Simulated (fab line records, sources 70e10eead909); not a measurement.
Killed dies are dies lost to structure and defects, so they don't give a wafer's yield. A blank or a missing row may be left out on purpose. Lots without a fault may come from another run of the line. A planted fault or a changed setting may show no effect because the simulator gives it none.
Chamber matching | flow nand_harc | NHARC_P_M0_CMP_23 on cmp-04: 4 sister chambers
The step polishes, t overpolish 20 s, target thk 117.54 nm. 4 wafers are shown with their chamber, then 7 later ones without.

WAFERS WITH THEIR CHAMBER
wafer  | chamber | motor_current_A (A)
L086.3 | 1       | 12.0
L086.5 | 3       | 12.2
L088.2 | 2       | 12.2
L088.3 | 0       | 12.7

WAFERS WITHOUT THEIR CHAMBER
wafer  | motor_current_A (A)
L088.6 | 12.1
L087.1 | 12.1
L087.5 | 12.8
L087.6 | 12.6
L097.1 | 12.1
L097.3 | 12.1
L097.4 | 12.5

WHICH CHAMBER EACH WENT THROUGH
wafer  | from the rows above          | in truth
L088.6 | can't be placed: 1 or 2 or 3 | 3
L087.1 | can't be placed: 1 or 2 or 3 | 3
L087.5 | 0                            | 0
L087.6 | 0                            | 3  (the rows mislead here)
L097.1 | can't be placed: 1 or 2 or 3 | 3
L097.3 | can't be placed: 1 or 2 or 3 | 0
L097.4 | can't be placed: 0 or 2 or 3 | 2
Placed correctly: 1 of 7. Can't be placed from these rows: 5 (the true chamber is among the candidates in 4). Placed wrongly: 1.
How it was worked out, from the rows above alone: a wafer's distance from a chamber is the root of the sum, over the readings, of the square of ((its reading less the chamber's mean) divided by the reading's scatter). The wafer belongs to the nearest chamber; if the next one is less than 2 further off, it can't be placed. A chamber's mean is the mean of its shown wafers. The scatter: with one shown wafer a chamber, the root of the mean of the squares of how far each hidden wafer lies from its nearest shown one.
